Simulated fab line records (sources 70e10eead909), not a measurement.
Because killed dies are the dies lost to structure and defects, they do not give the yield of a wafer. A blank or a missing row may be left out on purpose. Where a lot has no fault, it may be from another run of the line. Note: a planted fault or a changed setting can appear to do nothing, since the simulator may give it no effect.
Chamber matching | flow nandHarc | pecvd-01 running NHARC_A_CONTACT_DEP_29: 3 sister chambers
The step deposits SiON, target thk 70 nm. 3 wafers are shown with their chamber, then 10 later ones without.

WAFERS, EACH WITH ITS CHAMBER
wafer  | chamber | heaterPowerW (W)
L082.3 | 0       | 679
L088.3 | 1       | 734
L088.4 | 2       | 835

WAFERS MISSING THEIR CHAMBER
wafer  | heaterPowerW (W)
L088.5 | 714
L095.1 | 802
L095.5 | 730
L095.6 | 793
L097.3 | 737
L097.5 | 728
L097.6 | 765
L096.3 | 780
L096.4 | 818
L096.6 | 761

EACH ONE'S CHAMBER
wafer  | from the rows above     | in truth
L088.5 | can't be placed: 1 or 0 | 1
L095.1 | can't be placed: 2 or 1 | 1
L095.5 | can't be placed: 1 or 0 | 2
L095.6 | can't be placed: 2 or 1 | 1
L097.3 | 1                       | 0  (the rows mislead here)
L097.5 | can't be placed: 1 or 0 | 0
L097.6 | can't be placed: 1 or 2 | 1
L096.3 | can't be placed: 1 or 2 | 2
L096.4 | 2                       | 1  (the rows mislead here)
L096.6 | can't be placed: 1 or 2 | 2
Correctly placed: 0 of 10. Not placeable from these rows: 8 (in 7, the candidates include the true chamber). 2 placed wrongly.
How it was worked out, from the rows above alone: a wafer's distance from a chamber is the root of the sum, over the readings, of the square of ((its reading less the chamber's mean) divided by the reading's scatter). If the next closest chamber is less than 2 further off than the closest, the wafer can't be placed; otherwise it belongs to the closest. For every chamber, the mean is computed from those of its wafers that are shown. The scatter (one wafer shown for each chamber): square how far every hidden wafer sits from the nearest shown wafer, average those squares and take the square root.
